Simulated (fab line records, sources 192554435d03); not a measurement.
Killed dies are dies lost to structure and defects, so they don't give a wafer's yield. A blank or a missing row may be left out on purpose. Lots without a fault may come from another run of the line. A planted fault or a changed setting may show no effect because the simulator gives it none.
fab line records | flow n5_finfet
record lots=24 wafers=72 last_day=17
route steps=1938 shown BEOL_M10@1504 BEOL_M11@1554 BEOL_M12@1602
lots that met no fault: from a run of the same line without faults
start_h: hours from the record's first day to the start of the lot's first wafer shown | wait_h: hours since the lot's step before | " the same as in the row above | L1.1+2: a row that stands for several wafers | - no value, or no start given | * or withheld: withheld | < > ~ a bound
route shown NAME@n: a module of which the file shows steps, and the number in the route of the first | usual: mean/standard deviation of fault-free wafers | same: alike in all rows | chamber/n: place in a boat | sites: the reading at each site | _std_site: their standard deviation | _edge_site: outer sites' mean less inner sites' | radius_mm: how far each site lies from the wafer's centre | mask NAME#n: copy n | behind: the tool/chamber that last shaped the wafer | hold: why the lot was held/for how many hours/how that ended | device: the transistor (n, p or np) that didn't switch | end of line: the same wafers' tests at the end of the route | a step without rows: its recipe alone | killed: dies lost to structure and defects at the first sort, not the wafer's yield | map: a wafer's dies, x killed, . not, _ none there
set.NAME: the setting as run; set.NAME@STEP: as run at that earlier step | model.NAME: the simulator's own value behind a step, which no gauge read
steps of the route over a sample of lots; a table a step, a row a wafer
services: from which hour (start_h, from the record's first day; less than 0 if before it) a tool's chamber was out of use, for how many hours, and why
## steps
# step N5_BEOL_M10_INSPECT_30
# recipe mode=adi inspect_instrument=brightfield
# usual raw_defect_count=421/79
# columns lot.wafer tool chamber start_h wait_h raw_defect_count
L074.2 defect_inspect-01 - 231.99 0.0 385
L074.4 " - " " 347
L074.5 " - " " 393
L076.2 defect_inspect-02 - 232.16 0.0 349
L076.5 " - " " 393
L076.6 " - " " 518
L075.3 defect_inspect-01 - 235.18 0.0 456
L075.5 " - " " 371
L075.6 " - " " 393
L077.2 defect_inspect-02 - 249.70 0.0 430
L077.4 " - " " 443
L077.6 " - " " 461
L079.2 defect_inspect-01 - 261.48 0.0 391
L079.3 " - " " 420
L079.4 " - " " 495
L078.3 defect_inspect-02 - 261.64 0.0 712
L078.4 " - " " 496
L078.6 " - " " 639
L080.2 defect_inspect-01 - 261.81 0.0 372
L080.4 " - " " 380
L080.6 " - " " 404
L081.1 defect_inspect-01 - 273.63 0.0 321
L081.4 " - " " 555
L081.6 " - " " 481
L083.3 defect_inspect-02 - 283.85 0.0 338
L083.4 " - " " 401
L083.5 " - " " 411
L084.2 defect_inspect-02 - 290.66 0.0 555
L084.4 " - " " 344
L084.6 " - " " 419
L082.2 defect_inspect-01 - 293.57 0.0 339
L082.5 " - " " 350
L082.6 " - " " 384
L085.1 defect_inspect-01 - 296.16 0.0 543
L085.2 " - " " 367
L085.6 " - " " 418
L086.2 defect_inspect-01 - 299.86 0.0 427
L086.3 " - " " 469
L086.6 " - " " 370
L087.1 defect_inspect-02 - 301.01 0.0 539
L087.5 " - " " 419
L087.6 " - " " 390
L089.2 defect_inspect-02 - 308.64 0.0 344
L089.4 " - " " 335
L089.5 " - " " 328
L088.1 defect_inspect-02 - 320.68 0.0 409
L088.2 " - " " 411
L088.3 " - " " 386
L092.2 defect_inspect-01 - 322.90 0.0 362
L092.3 " - " " 384
L092.4 " - " " 438
L090.2 defect_inspect-01 - 324.26 0.0 284
L090.3 " - " " 397
L090.6 " - " " 430
L091.2 defect_inspect-02 - 324.47 0.0 488
L091.3 " - " " 591
L091.6 " - " " 389
L093.1 defect_inspect-01 - 329.20 0.0 430
L093.2 " - " " 368
L093.5 " - " " 252
L094.1 defect_inspect-02 - 345.32 0.0 403
L094.5 " - " " 380
L094.6 " - " " 438
L095.1 defect_inspect-02 - 348.64 0.0 580
L095.3 " - " " 406
L095.4 " - " " 407
L096.1 defect_inspect-01 - 353.71 0.0 257
L096.3 " - " " 394
L096.4 " - " " 451
L097.2 defect_inspect-02 - 362.74 0.0 552
L097.4 " - " " 364
L097.5 " - " " 512
# step N5_BEOL_M11_ETCH_62
# recipe chemistry=N2/H2 target=SOC target_depth_a=1100 overetch_a=220 mask_material=SiARC temp_c=40 time_s=165 ion_energy_ev=200 pressure_mtorr=30 source_w=840 bias_w=150 n2_flow_sccm=200 h2_flow_sccm=200
# usual drypump_motor_current_A=5.3/0.49 n2_flow_sccm=200.0/0.61 oes_product_au=0.70/0.074 rf_vpp_V=524.9/2.8 showerhead_plenum_p_Torr=2.57/0.1 throttle_valve_pct=17.78/0.28
# columns lot.wafer tool chamber start_h wait_h drypump_motor_current_A n2_flow_sccm oes_product_au rf_hours_counter_h rf_vpp_V showerhead_plenum_p_Torr throttle_valve_pct
L074.2 rie_diel-04 1 237.08 0.0 5.3 200.7 0.63 173 523.5 2.55 18.00
L074.4 " 0 " " 5.6 200.7 0.75 40 524.3 2.58 17.42
L074.5 " 0 " " 5.6 199.9 0.75 - 527.2 2.58 17.41
L076.2 rie_diel-06 3 237.39 0.0 4.8 199.0 0.59 232 525.8 2.63 18.01
L076.5 " 3 " " 4.8 199.3 0.59 - 527.0 2.63 18.00
L076.6 " 2 " " 4.7 200.8 0.77 - 530.0 2.71 17.86
L075.3 rie_diel-02 2 242.00 0.0 5.6 199.6 0.58 236 525.0 2.63 18.14
L075.5 " 2 " " 5.5 200.9 0.59 - 525.3 2.63 18.15
L075.6 " 3 " " 5.9 199.2 0.79 - 525.9 2.61 17.90
L077.2 rie_diel-06 2 259.30 0.0 4.7 201.4 0.76 18 531.6 2.71 17.88
L077.4 " 3 " " 4.8 199.1 0.59 237 525.2 2.63 18.02
L077.6 " 2 " " 4.7 200.9 0.75 - 527.4 2.71 17.87
L079.2 rie_diel-02 3 266.86 0.0 5.9 199.8 0.77 23 524.2 2.61 17.92
L079.3 " 1 " " 6.0 199.7 0.81 4 528.9 2.69 16.99
L079.4 " 0 " " 5.9 199.9 0.73 45 527.2 2.69 17.64
L078.3 rie_diel-06 1 267.02 0.0 5.8 200.1 0.72 45 522.0 2.46 17.50
L078.4 " 0 " " 4.8 200.1 0.61 224 520.5 2.41 18.03
L078.6 " 0 " " 4.8 201.0 0.61 - 519.9 2.41 18.04
L080.2 rie_diel-04 0 267.68 0.0 5.6 199.2 0.74 48 524.6 2.58 17.41
L080.4 " 1 " " 5.3 200.2 0.62 183 523.6 2.54 18.01
L080.6 " 0 " " 5.6 199.5 0.75 - 525.0 2.58 17.43
L081.1 rie_diel-02 0 279.53 0.0 5.8 199.8 0.73 48 527.4 2.69 17.63
L081.4 " 2 " " 5.5 199.1 0.59 248 526.5 2.62 18.16
L081.6 " 1 " " 6.0 200.2 0.80 - 528.8 2.68 17.01
L083.3 rie_diel-04 3 291.98 0.0 5.8 199.5 0.59 239 526.8 2.59 18.26
L083.4 " 2 " " 5.2 200.2 0.69 69 524.2 2.58 17.66
L083.5 " 2 " " 5.2 200.1 0.69 - 525.0 2.58 17.68
L084.2 rie_diel-02 3 296.85 0.0 5.9 199.9 0.76 33 526.5 2.60 17.93
L084.4 " 2 " " 5.5 199.9 0.85 0 524.5 2.62 17.72
L084.6 " 3 " " 5.9 199.9 0.76 - 524.7 2.60 17.93
L082.2 rie_diel-06 2 298.47 0.0 4.7 199.4 0.74 30 528.5 2.70 17.89
L082.5 " 0 " " 4.8 199.1 0.60 - 520.9 2.40 18.06
L082.6 " 2 " " 4.7 199.5 0.74 - 529.7 2.70 17.89
L085.1 rie_diel-06 1 300.75 0.0 5.8 200.1 0.70 56 521.6 2.46 17.51
L085.2 " 2 " " 4.6 199.1 0.74 31 527.2 2.70 17.88
L085.6 " 2 " " 4.6 199.2 0.73 - 527.7 2.70 17.89
L086.2 rie_diel-06 1 304.89 0.0 5.8 200.1 0.71 58 521.1 2.46 17.52
L086.3 " 0 " " 4.8 201.1 0.61 237 519.2 2.40 18.05
L086.6 " 2 " " 4.7 199.6 0.73 - 528.0 2.70 17.89
L087.1 rie_diel-06 1 307.64 0.0 5.8 200.6 0.71 60 521.4 2.46 17.51
L087.5 " 0 " " 4.8 199.2 0.60 - 520.6 2.40 18.06
L087.6 " 2 " " 4.7 200.3 0.74 - 529.2 2.70 17.90
L089.2 rie_diel-06 0 314.66 0.0 4.8 199.7 0.60 241 518.4 2.40 18.07
L089.4 " 2 " " 4.6 201.0 0.73 37 527.5 2.70 17.90
L089.5 " 2 " " 4.7 199.7 0.72 - 528.0 2.70 17.92
L088.1 rie_diel-02 0 326.21 0.0 5.9 199.3 0.71 65 528.3 2.68 17.65
L088.2 " 2 " " 5.5 199.6 0.80 11 523.7 2.62 17.75
L088.3 " 3 " " 5.9 200.7 0.74 43 524.9 2.60 17.96
L092.2 rie_diel-06 0 330.26 0.0 4.8 199.5 0.59 245 520.7 2.40 18.08
L092.3 " 3 " " 4.8 200.4 0.82 5 526.6 2.62 17.55
L092.4 " 2 " " 4.7 199.9 0.72 42 528.0 2.70 17.91
L091.2 rie_diel-06 1 330.56 0.0 5.8 200.1 0.69 67 522.4 2.45 17.53
L091.3 " 0 " " 4.8 199.9 0.60 245 520.3 2.40 18.06
L091.6 " 0 " " 4.8 200.2 0.60 - 522.2 2.40 18.09
L090.2 rie_diel-06 1 331.20 0.0 5.8 200.3 0.70 67 523.4 2.45 17.54
L090.3 " 0 " " 4.8 200.8 0.60 246 520.3 2.40 18.07
L090.6 " 3 " " 4.8 200.1 0.80 - 525.8 2.62 17.55
L093.1 rie_diel-04 1 335.12 0.0 5.3 200.2 0.60 207 521.9 2.53 18.05
L093.2 " 2 " " 5.2 200.0 0.68 87 523.6 2.57 17.71
L093.5 " 2 " " 5.2 199.7 0.68 - 524.6 2.57 17.72
L094.1 rie_diel-06 1 351.77 0.0 5.8 200.8 0.69 75 522.9 2.45 17.54
L094.5 " 2 " " 4.7 200.3 0.71 - 528.8 2.70 17.92
L094.6 " 1 " " 5.8 199.8 0.68 - 523.4 2.45 17.55
L095.1 rie_diel-06 3 355.46 0.0 4.8 199.7 0.79 13 526.3 2.61 17.55
L095.3 " 1 " " 5.8 199.1 0.68 77 522.9 2.45 17.55
L095.4 " 1 " " 5.8 200.3 0.69 - 521.6 2.45 17.54
L096.1 rie_diel-04 3 359.82 0.0 5.9 200.0 0.79 8 525.3 2.58 17.83
L096.3 " 1 " " 5.4 200.2 0.60 215 524.7 2.53 18.06
L096.4 " 2 " " 5.3 199.8 0.67 95 524.9 2.57 17.73
L097.2 rie_diel-04 1 368.88 0.0 5.4 199.1 0.60 217 522.4 2.53 18.08
L097.4 " 0 " " 5.6 200.2 0.70 82 524.7 2.57 17.48
L097.5 " 0 " " 5.6 200.0 0.71 - 525.6 2.57 17.48
# step N5_BEOL_M11_ANNEAL_51
# recipe temp_c=225 time_s=90 ambient=N2
# usual wafer_temp_C_max=226.18/0.29
# columns lot.wafer tool chamber start_h wait_h wafer_temp_C_max
L076.2 rtp_anneal-02 0 243.23 0.8 226.21
L076.5 " 0 " " 226.08
L076.6 " 0 " " 225.84
L074.2 rtp_anneal-01 0 243.51 0.6 225.71
L074.4 " 0 " " 226.19
L074.5 " 0 " " 226.18
L075.3 rtp_anneal-01 0 246.34 0.1 226.09
L075.5 " 0 " " 227.29
L075.6 " 0 " " 225.93
L077.2 rtp_anneal-01 0 263.81 0.3 226.25
L077.4 " 0 " " 226.27
L077.6 " 0 " " 226.33
L079.2 rtp_anneal-01 0 272.23 0.3 226.50
L079.3 " 0 " " 226.34
L079.4 " 0 " " 226.01
L078.3 rtp_anneal-02 0 272.26 0.4 225.91
L078.4 " 0 " " 226.02
L078.6 " 0 " " 225.98
L080.2 rtp_anneal-01 0 272.70 0.1 226.19
L080.4 " 0 " " 226.69
L080.6 " 0 " " 226.01
L081.1 rtp_anneal-02 0 284.03 0.1 225.62
L081.4 " 0 " " 226.39
L081.6 " 0 " " 226.55
L083.3 rtp_anneal-02 0 295.90 0.1 226.01
L083.4 " 0 " " 226.18
L083.5 " 0 " " 226.38
L084.2 rtp_anneal-02 0 299.65 0.1 226.15
L084.4 " 0 " " 226.13
L084.6 " 0 " " 226.53
L082.2 rtp_anneal-01 0 301.55 0.1 226.14
L082.5 " 0 " " 225.78
L082.6 " 0 " " 226.33
L085.1 rtp_anneal-01 0 304.99 0.9 226.25
L085.2 " 0 " " 226.26
L085.6 " 0 " " 226.20
L086.2 rtp_anneal-02 0 310.35 0.1 226.15
L086.3 " 0 " " 226.11
L086.6 " 0 " " 226.14
L087.1 rtp_anneal-01 0 311.79 0.9 226.47
L087.5 " 0 " " 226.10
L087.6 " 0 " " 225.93
L089.2 rtp_anneal-01 0 319.17 0.2 226.11
L089.4 " 0 " " 226.36
L089.5 " 0 " " 225.84
L088.1 rtp_anneal-02 0 331.16 0.1 226.00
L088.2 " 0 " " 226.04
L088.3 " 0 " " 225.77
L092.2 rtp_anneal-02 0 334.96 0.1 226.46
L092.3 " 0 " " 225.69
L092.4 " 0 " " 225.97
L091.2 rtp_anneal-01 0 335.60 0.4 226.54
L091.3 " 0 " " 226.62
L091.6 " 0 " " 226.45
L090.2 rtp_anneal-02 0 336.13 0.7 225.41
L090.3 " 0 " " 225.94
L090.6 " 0 " " 225.80
L093.1 rtp_anneal-01 0 340.29 0.3 225.93
L093.2 " 0 " " 226.17
L093.5 " 0 " " 226.04
L094.1 rtp_anneal-01 0 357.25 0.2 226.44
L094.5 " 0 " " 226.45
L094.6 " 0 " " 226.31
L095.1 rtp_anneal-02 0 360.72 0.3 225.82
L095.3 " 0 " " 226.64
L095.4 " 0 " " 226.00
L096.1 rtp_anneal-02 0 365.38 0.3 226.24
L096.3 " 0 " " 226.04
L096.4 " 0 " " 226.10
L097.2 rtp_anneal-02 0 375.04 0.4 225.70
L097.4 " 0 " " 225.78
L097.5 " 0 " " 226.04
# step N5_BEOL_M11_CMP_52
# recipe stop_on=SiCOH_lowk t_overpolish_s=7 down_force_psi=1 platen_rpm=50 clearing_platen_down_force_psi=1.5 clearing_platen_rpm=50 post_cmp_clean=cu_alkaline target_thk_nm=140 clearing_platen_pad_velocity_m_s=0.99484 pad_velocity_m_s=0.99484
# usual barrier_field_endpoint_s=29.4/0.74 edge_zone_pressure_frac=1.000/0.0048 motor_current_A=6.1/0.53 overpolish_run_s=7.000/0.01 time_to_endpoint_s=67.4/2.7
# columns lot.wafer tool chamber start_h wait_h barrier_field_endpoint_s edge_zone_pressure_frac motor_current_A overpolish_run_s time_to_endpoint_s
L076.2 cmp-01 0 243.56 0.3 28.6 1.001 5.3 7.000 64.4
L076.5 " 2 " " 30.1 1.007 5.6 6.989 67.7
L076.6 " 3 " " 29.4 1.004 7.2 6.998 67.0
L074.2 cmp-01 2 243.80 0.2 29.3 1.003 5.5 6.992 67.1
L074.4 " 0 " " 29.3 1.003 5.4 6.989 62.3
L074.5 " 2 " " 30.1 1.008 6.1 7.003 67.0
L075.3 cmp-04 0 246.62 0.2 29.7 1.000 5.7 7.012 68.2
L075.5 " 2 " " 28.8 0.999 6.9 7.016 62.1
L075.6 " 3 " " 30.3 1.000 6.4 7.006 67.0
L077.4 cmp-04 1 264.10 0.2 29.3 1.007 5.9 7.022 66.4
L077.2 " 3 " " 29.1 1.007 6.2 6.994 67.0
L077.6 " 0 " " 30.1 0.998 5.5 6.997 68.7
L078.4 cmp-02 0 272.46 0.1 29.3 1.008 6.5 7.002 68.1
L078.3 " 3 " " 29.5 0.990 5.8 6.982 65.2
L078.6 " 1 " " 29.4 1.003 5.8 7.001 69.7
L079.3 cmp-04 0 272.64 0.3 29.7 0.992 5.6 7.007 72.3
L079.4 " 1 " " 30.6 1.005 5.9 7.010 70.1
L079.2 " 2 " " 29.6 1.005 6.6 6.995 66.3
L080.4 cmp-04 3 273.02 0.2 30.5 0.998 6.2 7.000 69.0
L080.2 " 0 " " 29.9 0.999 5.7 7.010 72.2
L080.6 " 2 " " 29.1 1.001 6.2 7.005 64.3
L081.1 cmp-04 2 284.37 0.3 28.6 1.003 6.9 6.993 68.6
L081.4 " 3 " " 29.8 0.997 6.0 7.003 68.9
L081.6 " 2 " " 30.6 0.997 6.8 6.997 68.2
L083.3 cmp-04 3 296.11 0.2 29.6 0.999 6.1 7.004 69.2
L083.4 " 2 " " 30.2 1.000 6.9 7.004 69.2
L083.5 " 0 " " 30.9 1.006 5.5 7.000 73.1
L084.2 cmp-01 3 299.90 0.2 29.1 0.999 7.4 7.013 65.4
L084.4 " 0 " " 28.2 0.996 5.4 7.006 63.6
L084.6 " 3 " " 28.7 1.002 7.1 7.004 67.1
L082.2 cmp-02 1 301.88 0.3 28.8 0.998 5.6 7.003 65.3
L082.5 " 3 " " 29.2 1.013 5.7 7.005 63.5
L082.6 " 0 " " 28.7 0.993 6.9 6.990 63.7
L085.1 cmp-01 1 305.28 0.3 28.8 1.000 6.8 7.006 64.9
L085.2 " 3 " " 29.8 0.988 7.0 6.992 65.6
L085.6 " 2 " " 29.5 1.000 5.5 7.004 66.6
L086.3 cmp-01 0 310.60 0.2 28.7 1.001 5.5 6.991 65.7
L086.2 " 1 " " 29.6 1.002 6.7 7.015 66.5
L086.6 " 1 " " 29.7 1.000 6.4 7.012 68.1
L087.1 cmp-04 3 312.08 0.3 28.7 1.001 6.2 6.998 68.9
L087.6 " 3 " " 28.8 0.989 5.9 6.994 67.6
L087.5 " 0 " " 28.8 1.002 5.7 6.988 68.1
L089.4 cmp-02 2 319.43 0.1 30.4 0.995 6.2 6.997 70.4
L089.2 " 1 " " 29.0 1.002 5.6 7.010 66.5
L089.5 " 2 " " 28.7 1.003 6.0 6.992 68.6
L088.2 cmp-04 1 331.46 0.2 29.0 1.003 5.8 6.986 66.4
L088.3 " 2 " " 28.5 1.005 6.7 7.005 62.1
L088.1 " 0 " " 30.6 1.005 5.6 7.002 69.6
L092.3 cmp-04 3 335.25 0.2 28.6 1.000 5.8 6.985 64.9
L092.4 " 0 " " 30.5 0.998 5.5 7.005 68.6
L092.2 " 1 " " 28.8 0.999 5.9 6.992 65.9
L091.3 cmp-01 3 335.89 0.2 29.0 0.995 6.7 6.993 64.8
L091.2 " 1 " " 29.1 0.993 6.7 7.012 67.6
L091.6 " 3 " " 28.5 0.996 7.2 7.000 61.9
L090.2 cmp-04 2 336.43 0.3 28.1 1.005 6.9 6.992 61.0
L090.3 " 3 " " 29.6 1.004 6.2 6.994 68.9
L090.6 " 1 " " 29.3 1.002 5.9 6.984 65.3
L093.2 cmp-01 2 340.68 0.3 28.9 0.997 5.2 7.018 67.6
L093.1 " 3 " " 30.1 0.996 7.0 6.995 68.9
L093.5 " 0 " " 30.2 0.998 5.2 6.979 66.7
L094.1 cmp-02 0 357.56 0.3 28.2 0.994 6.5 7.001 67.2
L094.6 " 0 " " 28.7 1.007 6.6 7.004 66.7
L094.5 " 1 " " 29.5 0.993 5.6 7.002 68.6
L095.3 cmp-02 0 361.02 0.2 30.0 0.998 6.4 6.982 70.2
L095.1 " 1 " " 29.1 1.000 5.4 6.999 66.7
L095.4 " 3 " " 29.1 1.001 5.7 6.984 70.3
L096.3 cmp-02 3 365.69 0.2 30.1 0.991 5.6 6.992 67.7
L096.1 " 0 " " 28.8 1.000 6.5 6.985 67.3
L096.4 " 2 " " 29.6 0.995 5.9 7.001 67.7
L097.2 cmp-02 0 375.37 0.3 28.5 0.995 6.7 6.984 66.2
L097.4 " 1 " " 29.4 0.998 5.6 7.011 72.6
L097.5 " 2 " " 29.9 1.003 5.9 7.009 71.4
# step N5_BEOL_M12_ILD_DEP_00
# recipe material=SiOC target_thk_a=6589.2 temp_c=350 precursor=DEMS/O2 pressure_torr=5 rf_w=500 time_s=130.7
# usual heater_power_w=501/78 showerhead_plenum_p_Torr=5.697/0.014 throttle_valve_pct=11.7/0.72
# columns lot.wafer tool chamber start_h wait_h heater_power_w showerhead_plenum_p_Torr throttle_valve_pct
L076.2 pecvd-03 0 243.97 0.0 524 5.707 12.0
L076.5 " 0 " " 539 5.695 12.1
L076.6 " 2 " " 489 5.677 10.8
L074.2 pecvd-01 1 244.25 0.0 511 5.707 10.6
L074.4 " 0 " " 315 5.713 12.5
L074.5 " 2 " " 549 5.683 11.2
L075.3 pecvd-01 0 247.03 0.0 374 5.716 12.9
L075.5 " 0 " " 389 5.700 12.5
L075.6 " 2 " " 457 5.697 11.0
L077.2 pecvd-01 1 264.55 0.0 524 5.693 10.9
L077.4 " 1 " " 545 5.702 11.2
L077.6 " 0 " " 402 5.688 12.6
L078.3 pecvd-03 0 272.97 0.0 554 5.712 12.2
L078.4 " 2 " " 570 5.668 10.9
L078.6 " 1 " " 484 5.706 12.1
L079.2 pecvd-02 1 273.15 0.0 551 5.709 11.0
L079.3 " 2 " " 430 5.708 12.2
L079.4 " 1 " " 451 5.715 11.2
L080.2 pecvd-01 1 273.43 0.0 522 5.695 11.1
L080.4 " 1 " " 554 5.697 10.9
L080.6 " 0 " " 317 5.719 12.7
L081.1 pecvd-01 2 284.81 0.0 541 5.700 11.2
L081.4 " 0 " " 401 5.701 12.3
L081.6 " 1 " " 546 5.698 11.0
L083.3 pecvd-01 1 296.59 0.0 466 5.691 10.9
L083.4 " 2 " " 512 5.676 11.0
L083.5 " 0 " " 396 5.714 12.5
L084.2 pecvd-01 0 300.39 0.0 405 5.710 12.2
L084.4 " 1 " " 491 5.689 11.0
L084.6 " 0 " " 314 5.717 12.2
L082.2 pecvd-02 0 302.29 0.0 577 5.693 12.8
L082.5 " 2 " " 374 5.698 12.5
L082.6 " 0 " " 617 5.679 13.1
L085.1 pecvd-03 1 305.77 0.0 462 5.706 12.3
L085.2 " 0 " " 576 5.706 11.9
L085.6 " 2 " " 604 5.672 10.9
L086.2 pecvd-03 0 311.08 0.0 556 5.706 12.0
L086.3 " 1 " " 517 5.708 12.3
L086.6 " 2 " " 615 5.686 10.9
L087.1 pecvd-01 2 312.58 0.0 501 5.685 10.9
L087.5 " 2 " " 532 5.699 11.1
L087.6 " 0 " " 388 5.715 12.5
L089.2 pecvd-03 0 319.91 0.0 494 5.689 12.3
L089.4 " 0 " " 526 5.711 11.9
L089.5 " 1 " " 495 5.701 12.1
L088.1 pecvd-03 2 331.94 0.0 595 5.670 11.0
L088.2 " 0 " " 572 5.694 12.2
L088.3 " 1 " " 477 5.717 12.2
L092.2 pecvd-03 2 335.74 0.0 593 5.672 10.7
L092.3 " 0 " " 492 5.704 12.1
L092.4 " 2 " " 613 5.677 10.9
L091.2 pecvd-02 2 336.34 0.0 439 5.700 12.4
L091.3 " 1 " " 467 5.699 11.3
L091.6 " 0 " " 552 5.704 12.8
L090.2 pecvd-03 0 336.91 0.0 555 5.691 12.1
L090.3 " 2 " " 588 5.679 11.1
L090.6 " 1 " " 510 5.698 12.0
L093.1 pecvd-01 2 341.08 0.0 523 5.688 11.5
L093.2 " 1 " " 510 5.679 10.8
L093.5 " 2 " " 562 5.664 11.4
L094.1 pecvd-02 1 358.04 0.0 570 5.714 11.3
L094.5 " 1 " " 453 5.699 10.9
L094.6 " 0 " " 533 5.686 12.7
L095.1 pecvd-02 0 361.52 0.0 595 5.704 12.8
L095.3 " 2 " " 456 5.694 12.7
L095.4 " 1 " " 536 5.695 11.0
L096.1 pecvd-01 0 366.17 0.0 308 5.706 12.7
L096.3 " 1 " " 436 5.687 10.8
L096.4 " 0 " " 351 5.712 12.5
L097.2 pecvd-02 2 375.77 0.0 438 5.698 12.3
L097.4 " 1 " " 555 5.692 11.1
L097.5 " 0 " " 675 5.692 13.3
# step N5_BEOL_M12_INSPECT_12
# recipe mode=adi inspect_instrument=macro
# usual raw_defect_count=2.0/1.5
# columns lot.wafer tool chamber start_h wait_h raw_defect_count
L076.2 defect_inspect-02 - 244.58 0.0 0
L076.5 " - " " 1
L076.6 " - " " 3
L074.2 defect_inspect-02 - 244.74 0.0 1
L074.4 " - " " 3
L074.5 " - " " 2
L075.3 defect_inspect-01 - 247.64 0.0 2
L075.5 " - " " 0
L075.6 " - " " 2
L077.2 defect_inspect-01 - 265.04 0.0 0
L077.4 " - " " 3
L077.6 " - " " 1
L078.3 defect_inspect-02 - 273.46 0.0 0
L078.4 " - " " 0
L078.6 " - " " 0
L079.2 defect_inspect-02 - 273.69 0.0 2
L079.3 " - " " 4
L079.4 " - " " 6
L080.2 defect_inspect-02 - 273.93 0.0 1
L080.4 " - " " 2
L080.6 " - " " 3
L081.1 defect_inspect-01 - 286.47 0.0 1
L081.4 " - " " 3
L081.6 " - " " 6
L083.3 defect_inspect-01 - 297.10 0.0 5
L083.4 " - " " 6
L083.5 " - " " 1
L084.2 defect_inspect-02 - 300.88 0.0 1
L084.4 " - " " 1
L084.6 " - " " 1
L082.2 defect_inspect-01 - 302.78 0.0 1
L082.5 " - " " 2
L082.6 " - " " 4
L085.1 defect_inspect-01 - 306.25 0.0 0
L085.2 " - " " 1
L085.6 " - " " 4
L086.2 defect_inspect-02 - 311.57 0.0 1
L086.3 " - " " 2
L086.6 " - " " 4
L087.1 defect_inspect-02 - 313.07 0.0 2
L087.5 " - " " 0
L087.6 " - " " 3
L089.2 defect_inspect-01 - 320.45 0.0 1
L089.4 " - " " 0
L089.5 " - " " 2
L088.1 defect_inspect-01 - 332.55 0.0 3
L088.2 " - " " 3
L088.3 " - " " 4
L092.2 defect_inspect-02 - 336.35 0.0 1
L092.3 " - " " 2
L092.4 " - " " 4
L091.2 defect_inspect-01 - 336.83 0.0 1
L091.3 " - " " 2
L091.6 " - " " 3
L090.2 defect_inspect-01 - 337.39 0.0 4
L090.3 " - " " 5
L090.6 " - " " 1
L093.1 defect_inspect-01 - 341.57 0.0 3
L093.2 " - " " 3
L093.5 " - " " 2
L094.1 defect_inspect-01 - 358.66 0.0 1
L094.5 " - " " 1
L094.6 " - " " 4
L095.1 defect_inspect-02 - 362.13 0.0 1
L095.3 " - " " 2
L095.4 " - " " 3
L096.1 defect_inspect-02 - 366.71 0.0 0
L096.3 " - " " 0
L096.4 " - " " 1
L097.2 defect_inspect-01 - 376.26 0.0 3
L097.4 " - " " 0
L097.5 " - " " 1
## services
# columns tool chamber start_h hours kind
cmp-01 - 216.30 6.0 pm
rie_diel-06 1 224.30 2.0 repair
cmp-02 - 226.70 5.5 pm
rie_diel-04 0 239.88 1.8 repair
cmp-01 - 248.49 9.0 repair
rtp_anneal-02 - 255.69 0.6 pm
cmp-01 - 262.95 3.7 repair
cmp-04 - 280.95 2.1 repair
rtp_anneal-01 - 281.29 5.8 pm
cmp-01 - 281.95 4.0 pm
rie_diel-06 2 287.31 3.1 repair
cmp-02 - 294.69 4.3 pm
pecvd-02 0 303.55 6.0 repair
cmp-02 - 304.26 4.0 pm
cmp-04 - 317.85 1.7 repair
rie_diel-06 3 340.10 5.4 repair
cmp-01 - 341.57 5.2 pm
pecvd-01 - 343.73 6.1 repair
pecvd-03 - 346.86 1.4 repair
cmp-04 - 347.34 4.0 pm
cmp-01 - 351.23 1.4 repair
pecvd-01 2 356.82 17.4 repair
rie_diel-06 3 361.08 4.9 repair
cmp-02 - 368.26 2.4 repair
## key
fault none
